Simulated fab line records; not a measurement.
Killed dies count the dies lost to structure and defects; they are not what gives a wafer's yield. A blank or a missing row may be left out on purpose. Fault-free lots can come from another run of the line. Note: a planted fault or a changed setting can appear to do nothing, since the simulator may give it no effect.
fab line records	flow nand-harc
record: lots: 11	wafers: 33	last-day: 34
route steps=1302 shown A_CONTACT@1081 END@1302
lots that met no fault: from a run of the same line without faults
start-h: hours from the record's first day to the start of the lot's first wafer shown	wait-h: time in hours since the lot's previous step	" repeats the value in the row above	L1.1+2: several wafers, shown together as one row	- value missing, or start not given	* or withheld: withheld	< > ~ a bound
route shown NAME@n: names a module that has steps shown in the file, with the first one's number in the route	usual: mean and standard deviation over wafers with no fault	same: alike in all rows	chamber/n: place in a boat	sites: the reading at each site	_std_site: standard deviation of those values	_edge_site: inner sites' mean taken away from outer sites' mean	radius-mm: for every site, how far away it sits from the centre of the wafer	mask NAME#n: copy n	behind: the tool/chamber that last shaped the wafer	hold: reason for holding the lot/hours on hold/outcome of the hold	device: whichever transistor did not switch (one of n, p or np)	end of line: tests run on the same wafers once the route is complete	for a step that has no rows: nothing shown but its recipe	killed: not the wafer's yield, but the dies lost to structure and defects at the first sort	map: a wafer's dies, marking killed ones x, the rest . and places with no die _
set.NAME: the setting that was run; set.NAME@STEP: the one run at that earlier step	model.NAME: the simulator's own value behind a step, which no gauge read
route steps across a sampled set of lots; one table per step, one row per wafer
services: from which hour (start-h, from the record's first day; less than 0 if before it) a tool's chamber was out of use, for how many hours, and why
== steps ==
step: NHARC_A_CONTACT_DESCUM_13
recipe: time-s: 3	o2-flow-sccm: 200	ar-flow-sccm: 0	bias-power-w: 0	chemistry: O2
usual: chamber-pressure-mTorr: 60.00/0.055	drypump-motor-current-A: 5.80/0.29	oes-product-au: 1.001/0.011	rf-vpp-V: 57.7/0.94	showerhead-plenum-p-Torr: 1.93/0.1	throttle-valve-pct: 11.312/0.0097
lot.wafer	tool	chamber	start-h	wait-h	chamber-pressure-mTorr	drypump-motor-current-A	oes-product-au	rf-hours-counter-h	rf-vpp-V	showerhead-plenum-p-Torr	throttle-valve-pct
L453.3	rie-diel-04	0	531.35	0.1	59.99	5.81	0.994	27	56.5	1.77	11.314
L453.4	"	1	"	"	59.91	5.46	1.004	27	58.3	1.85	11.311
L453.5	"	1	"	"	59.92	5.46	1.001	-	56.8	1.85	11.315
L455.2	rie-diel-08	3	533.05	0.1	60.00	5.18	1.004	50	58.9	1.90	11.300
L455.1	"	0	"	"	60.03	5.90	1.008	50	56.8	1.86	11.312
L455.6	"	0	"	"	59.99	5.88	0.995	-	57.8	1.86	11.299
L458.2	rie-diel-04	1	557.10	0.1	60.03	5.44	1.001	3	56.4	1.85	11.304
L458.1	"	3	"	"	60.03	5.69	0.998	4	59.6	2.03	11.317
L458.4	"	0	"	"	60.10	5.77	1.017	4	57.5	1.77	11.321
L456.3	rie-diel-08	2	558.98	0.1	59.93	5.98	1.008	1	57.4	2.06	11.300
L456.2	"	3	"	"	60.00	5.18	1.005	1	58.4	1.90	11.310
L456.5	"	1	"	"	60.03	6.28	1.014	-	58.2	2.04	11.303
L460.1	rie-diel-08	3	589.79	0.1	59.94	5.18	0.995	14	57.9	1.90	11.308
L460.3	"	1	"	"	60.04	6.31	1.001	15	58.1	2.04	11.307
L460.6	"	2	"	"	59.92	5.99	0.999	-	58.0	2.06	11.310
L462.1	rie-diel-04	0	615.24	0.1	59.94	5.81	0.998	13	57.9	1.76	11.302
L462.2	"	1	"	"	60.03	5.47	1.011	12	56.9	1.85	11.309
L462.5	"	3	"	"	59.97	5.70	0.986	-	59.0	2.02	11.306
L461.2	rie-diel-04	1	627.55	0.1	60.02	5.49	1.027	14	57.4	1.85	11.323
L461.3	"	2	"	"	60.06	5.99	1.015	13	58.9	1.98	11.324
L461.1	"	3	"	"	60.09	5.71	1.004	14	58.9	2.02	11.317
L463.3	rie-diel-08	1	631.88	0.1	60.01	6.31	1.009	34	58.5	2.03	11.304
L463.2	"	0	"	"	60.11	5.92	1.001	35	57.4	1.85	11.333
L463.5	"	1	"	"	60.01	6.32	1.009	-	57.8	2.03	11.299
L467.3	rie-diel-08	2	656.53	0.1	59.98	5.96	0.995	39	57.6	2.05	11.314
L467.6	"	0	"	"	60.03	5.90	1.006	-	54.9	1.85	11.286
L467.5	"	1	"	"	59.95	6.29	1.012	-	58.8	2.03	11.326
L473.3	rie-diel-04	3	732.02	0.1	60.05	5.72	0.983	5	59.1	2.02	11.316
L473.4	"	0	"	"	59.91	5.80	0.992	4	59.0	2.08	11.314
L473.1	"	2	"	"	60.06	6.00	0.987	5	58.2	1.97	11.299
L474.4	rie-diel-05	3	750.04	0.2	60.06	5.97	1.018	41	57.5	1.86	11.311
L474.3	"	1	"	"	60.01	6.17	0.995	32	59.4	2.03	11.323
L474.6	"	2	"	"	60.03	5.76	0.987	-	57.8	1.83	11.306
step: NHARC_A_CONTACT_ETCH_30
recipe: target-depth-a: 726	time-s: 36.3	cf4-flow-sccm: 100	chf3-flow-sccm: 30	ar-flow-sccm: 0	rf-w: 500	bias-w: 200	chemistry: CF4/CHF3
usual: chamber-pressure-mTorr: 25.000/0.023	drypump-motor-current-A: 5.78/0.29	oes-product-au: 0.942/0.025	rf-vpp-V: 371.1/2.7	showerhead-plenum-p-Torr: 1.59/0.076	throttle-valve-pct: 16.801/0.0091
lot.wafer	tool	chamber	start-h	wait-h	chamber-pressure-mTorr	drypump-motor-current-A	oes-product-au	rf-hours-counter-h	rf-vpp-V	showerhead-plenum-p-Torr	throttle-valve-pct
L453.3	rie-diel-04	0	-	-	24.985	5.80	0.920	28	365.6	1.46	16.802
L453.4	"	2	"	"	24.993	6.00	0.909	27	372.8	1.63	16.805
L453.5	"	3	"	"	24.973	5.70	0.933	-	373.0	1.66	16.805
L455.2	rie-diel-08	3	-	-	24.989	5.17	0.936	50	370.4	1.57	16.821
L455.1	"	0	"	"	24.996	5.90	0.924	50	368.5	1.53	16.824
L455.6	"	3	"	"	24.989	5.16	0.929	-	369.8	1.57	16.815
L458.2	rie-diel-04	2	-	-	24.954	6.02	0.958	3	373.4	1.62	16.810
L458.4	"	3	"	"	25.029	5.70	0.977	4	373.3	1.66	16.787
L458.1	"	1	"	"	24.994	5.46	0.971	3	368.6	1.52	16.798
L456.2	rie-diel-08	3	-	-	24.988	5.17	0.985	1	370.0	1.57	16.787
L456.3	"	2	"	"	25.000	5.93	0.976	1	374.0	1.69	16.805
L456.5	"	3	"	"	25.014	5.18	0.995	-	369.9	1.57	16.792
L460.3	rie-diel-08	3	-	-	24.970	5.18	0.960	14	369.7	1.56	16.821
L460.1	"	1	"	"	25.023	6.29	0.985	15	374.6	1.67	16.798
L460.6	"	0	"	"	24.990	5.88	0.997	-	370.0	1.53	16.805
L462.1	rie-diel-04	2	-	-	24.993	6.03	0.931	12	372.7	1.62	16.805
L462.2	"	0	"	"	25.006	5.81	0.931	14	367.8	1.46	16.805
L462.5	"	2	"	"	25.002	6.04	0.929	-	372.9	1.62	16.803
L461.3	rie-diel-04	2	-	-	25.010	6.00	0.985	14	371.8	1.62	16.799
L461.1	"	3	"	"	25.028	5.70	0.967	14	373.0	1.66	16.799
L461.2	"	0	"	"	25.026	5.84	0.964	15	367.5	1.46	16.805
L463.2	rie-diel-08	2	-	-	24.999	5.98	0.913	30	373.5	1.68	16.797
L463.3	"	0	"	"	24.989	5.89	0.928	35	368.4	1.53	16.818
L463.5	"	2	"	"	25.001	5.97	0.918	-	373.8	1.68	16.791
L467.3	rie-diel-08	0	-	-	25.030	5.88	0.924	41	367.7	1.52	16.795
L467.6	"	2	"	"	25.012	5.96	0.906	-	374.0	1.68	16.793
L467.5	"	3	"	"	24.960	5.20	0.930	-	369.3	1.56	16.804
L473.4	rie-diel-04	3	-	-	24.999	5.71	0.914	5	372.8	1.65	16.786
L473.3	"	0	"	"	25.041	5.78	0.913	4	374.2	1.70	16.794
L473.1	"	1	"	"	24.972	5.44	0.926	4	368.3	1.52	16.797
L474.3	rie-diel-05	3	-	-	25.013	5.99	0.959	41	371.2	1.53	16.798
L474.4	"	0	"	"	25.078	5.60	0.957	37	374.2	1.68	16.801
L474.6	"	1	"	"	25.006	6.16	0.943	-	373.0	1.66	16.813
step: NHARC_A_CONTACT_CD_MEAS_15
usual: cd-nm: 190.2/0.6
lot.wafer	tool	chamber	start-h	wait-h	cd-nm
L453.3	cd-sem-02	-	534.53	-	188.7
L453.4	"	-	"	"	189.3
L453.5	"	-	"	"	189.0
L455.1	cd-sem-01	-	536.49	-	190.6
L455.2	"	-	"	"	191.0
L455.6	"	-	"	"	190.2
L458.1	cd-sem-01	-	560.30	-	189.6
L458.2	"	-	"	"	190.5
L458.4	"	-	"	"	190.4
L456.2	cd-sem-02	-	562.16	-	189.1
L456.3	"	-	"	"	188.9
L456.5	"	-	"	"	189.3
L460.1	cd-sem-01	-	593.01	-	190.0
L460.3	"	-	"	"	189.9
L460.6	"	-	"	"	190.1
L462.1	cd-sem-03	-	618.98	-	189.9
L462.2	"	-	"	"	190.3
L462.5	"	-	"	"	189.9
L461.1	cd-sem-02	-	630.72	-	190.2
L461.2	"	-	"	"	190.2
L461.3	"	-	"	"	189.6
L463.2	cd-sem-03	-	635.08	-	189.9
L463.3	"	-	"	"	190.9
L463.5	"	-	"	"	191.2
L467.3	cd-sem-02	-	659.71	-	191.1
L467.5	"	-	"	"	190.7
L467.6	"	-	"	"	191.1
L473.1	cd-sem-02	-	735.24	-	189.6
L473.3	"	-	"	"	190.7
L473.4	"	-	"	"	190.6
L474.3	cd-sem-01	-	753.88	-	189.2
L474.4	"	-	"	"	190.2
L474.6	"	-	"	"	189.5
step: NHARC_A_CONTACT_CVD_19
recipe: target-thk-a: 3000	temp-c: 300	pressure-torr: 40	wf6-flow-sccm: 40	h2-flow-sccm: 1600	ar-flow-sccm: 1560	time-s: 802	material: W
usual: heater-power-w: 487/18	mfc-h2-sccm: 1599/4.9	throttle-valve-pct: 7.94/0.23
lot.wafer	tool	chamber	start-h	wait-h	heater-power-w	mfc-h2-sccm	throttle-valve-pct
L453.3	cvd-w-01	0	535.92	-	494	1600	8.03
L453.4	"	1	"	"	494	1611	7.84
L453.5	"	1	"	"	499	1614	7.69
L455.1	cvd-w-02	0	537.90	-	528	1601	7.60
L455.2	"	1	"	"	445	1598	7.96
L455.6	"	1	"	"	448	1594	8.11
L458.1	cvd-w-01	0	561.44	-	484	1592	8.21
L458.2	"	1	"	"	459	1598	7.96
L458.4	"	0	"	"	476	1595	8.25
L456.2	cvd-w-02	0	563.42	-	536	1603	7.87
L456.3	"	1	"	"	472	1601	7.80
L456.5	"	1	"	"	464	1605	7.81
L460.1	cvd-w-01	1	594.15	-	466	1602	7.91
L460.3	"	1	"	"	472	1602	7.60
L460.6	"	1	"	"	478	1599	7.66
L462.1	cvd-w-01	1	620.11	-	468	1601	7.56
L462.2	"	0	"	"	501	1596	7.99
L462.5	"	0	"	"	496	1602	8.19
L461.2	cvd-w-01	0	631.87	-	482	1595	8.12
L461.1	"	1	"	"	461	1602	7.79
L461.3	"	0	"	"	496	1592	8.05
L463.2	cvd-w-01	0	636.46	-	484	1594	8.10
L463.3	"	0	"	"	496	1596	8.10
L463.5	"	1	"	"	480	1605	7.62
L467.3	cvd-w-02	0	661.35	-	495	1590	7.98
L467.5	"	1	"	"	476	1599	8.21
L467.6	"	0	"	"	496	1584	7.72
L473.1	cvd-w-02	0	736.48	-	492	1604	7.59
L473.4	"	0	"	"	494	1601	7.51
L473.3	"	1	"	"	470	1590	8.19
L474.3	cvd-w-01	0	755.33	-	493	1601	8.29
L474.4	"	1	"	"	499	1603	7.75
L474.6	"	1	"	"	509	1596	7.90
step: NHARC_A_CONTACT_CMP_20
recipe: t-overpolish-s: 30	target-thk-nm: 300
usual: motor-current-A: 11.7/1.3	overpolish-run-s: 30.001/0.0085	time-to-endpoint-s: 60/3.3
lot.wafer	tool	chamber	start-h	wait-h	motor-current-A	overpolish-run-s	time-to-endpoint-s
L453.4	cmp-03	0	536.56	0.4	11.5	30.001	62
L453.3	"	3	"	"	10.2	30.007	59
L453.5	"	0	"	"	12.0	30.003	60
L455.2	cmp-03	1	538.78	0.6	11.9	29.999	61
L455.1	"	0	"	"	11.5	30.007	65
L455.6	"	2	"	"	10.9	30.001	66
L458.2	cmp-03	1	562.33	0.6	11.4	29.992	62
L458.4	"	3	"	"	11.0	30.002	63
L458.1	"	0	"	"	12.0	29.991	65
L456.3	cmp-02	2	564.24	0.6	15.3	29.998	55
L456.2	"	3	"	"	9.9	30.005	55
L456.5	"	0	"	"	11.8	29.995	56
L460.3	cmp-04	3	595.09	0.6	10.3	30.003	64
L460.1	"	0	"	"	12.8	29.999	57
L460.6	"	1	"	"	12.6	30.012	63
L462.2	cmp-03	1	621.02	0.7	10.7	29.999	63
L462.1	"	2	"	"	11.2	29.996	70
L462.5	"	0	"	"	11.9	30.003	64
L461.1	cmp-02	1	632.75	0.6	10.5	30.009	56
L461.3	"	3	"	"	10.6	30.007	21
L461.2	"	0	"	"	12.0	30.001	21
L463.2	cmp-04	0	637.27	0.7	12.4	29.997	24
L463.3	"	1	"	"	12.5	30.002	28
L463.5	"	3	"	"	10.6	30.005	60
L467.3	cmp-03	2	661.89	0.4	10.6	29.990	67
L467.5	"	1	"	"	11.1	29.996	59
L467.6	"	2	"	"	11.1	29.994	66
L473.1	cmp-04	1	737.38	0.8	12.0	29.998	63
L473.4	"	3	"	"	11.0	30.001	63
L473.3	"	0	"	"	13.0	30.011	59
L474.3	cmp-04	1	756.00	0.5	11.9	29.983	60
L474.4	"	3	"	"	10.8	29.992	61
L474.6	"	0	"	"	12.5	30.002	57
step: NHARC_END_SORT_01
recipe: temp-c: 25
usual: killed-at-array: 49/19	killed-at-other: 0.9/1.1	killed-at-periphery: 4.0/2.7	killed-dies: 54/19	killed-open: 3.3/1.8	killed-short: 2.6/1.6
same: gross-dies: 677
lot.wafer	tool	chamber	start-h	wait-h	killed-at-array	killed-at-other	killed-at-periphery	killed-dies	killed-open	killed-short
L463.2	prober-02	0	686.37	2.8	59	1	1	61	5	3
L463.3	prober-02	0	687.16	3.1	51	3	2	56	4	1
L463.5	prober-02	0	688.74	3.7	39	1	3	43	4	1
killed by level:class
L463.2 A_CHANNEL_HOLE_D1:chamber-film-flake=34 A_CHANNEL_FILL_D1:chamber-film-flake=7 A_STAIRCASE:chamber-film-flake=6 A_WL_FILL:geometric-particle:short=3 A_CHANNEL_FILL_D1:geometric-particle:open=2 A_WL_FILL:chamber-film-flake=2 P_CONTACT:geometric-particle:open=1 A_SOURCE_PLATE:geometric-particle:open=1
L463.3 A_CHANNEL_HOLE_D1:chamber-film-flake=32 A_STAIRCASE:chamber-film-flake=5 A_WL_FILL:chamber-film-flake=4 THIN_TSV:chamber-film-flake=2 A_SLIT:chamber-film-flake=2 A_CONTACT:chamber-film-flake=2 P_GATE:geometric-particle:open=1 A_CHANNEL_FILL_D1:geometric-particle:open=1
L463.5 A_CHANNEL_HOLE_D1:chamber-film-flake=18 A_CHANNEL_FILL_D1:chamber-film-flake=5 A_STAIRCASE:chamber-film-flake=4 A_SLIT:chamber-film-flake=3 A_CONTACT:chamber-film-flake=3 A_WL_FILL:chamber-film-flake=2 P_M0:geometric-particle:open=1 A_CHANNEL_FILL_D1:geometric-particle:open=1
== services ==
tool	chamber	start-h	hours	kind
rie-diel-04	-	531.91	9.0	pm
cmp-04	-	533.45	1.7	repair
rie-diel-08	-	544.85	9.0	pm
cvd-w-01	-	547.00	13.0	pm
cvd-w-02	-	547.04	0.5	repair
cmp-03	-	554.00	4.0	pm
cmp-04	-	602.84	4.0	pm
rie-diel-04	-	616.43	2.0	repair
cmp-04	-	617.15	1.6	repair
cvd-w-02	-	631.48	13.0	pm
rie-diel-08	0	636.49	8.3	repair
rie-diel-04	2	639.55	1.3	repair
cmp-04	-	646.61	0.5	repair
cmp-03	-	652.00	4.0	pm
rie-diel-04	2	682.78	1.9	repair
cvd-w-01	-	683.56	1.5	repair
rie-diel-04	-	708.91	9.0	pm
cmp-03	-	720.22	0.7	repair
rie-diel-08	-	722.06	9.0	pm
cvd-w-01	1	725.78	14.0	repair
cvd-w-01	-	728.07	13.0	pm
rie-diel-04	1	734.00	10.8	repair
cmp-03	-	750.00	4.0	pm
rie-diel-04	2	752.21	30.4	repair
== key ==
first-sign: step: NHARC_A_CONTACT_CMP_20	reading: time-to-endpoint-s	direction: down	sigmas: 11	usual: *	struck: *
effect none on later readings
met-at NHARC_A_CONTACT_CVD_19
struck-lots L461,L463
struck-wafers L461.2,L461.3,L463.2,L463.3
tester-left-out L461,L463
not-acting-at NHARC_A_CONTACT_DESCUM_13,NHARC_A_CONTACT_ETCH_30,NHARC_A_CONTACT_CD_MEAS_15
onset-between 620.11 631.87
fault: kind: process-parameter-drift	tool: cvd-w-01	chamber: 0	onset-h: 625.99	steps: NHARC_A_CONTACT_CVD_19	channel: target-thk-a	offset: *	shape: step	end-h: 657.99	acts-in: *	stated: *
tester-left-out: of these lots the tester's yield and bins aren't shown, on N5 and GAA mostly nor the transistor test; their killed dies are dies lost to structure and defects alone, not to doping, threshold or leakage, so they don't give the yield
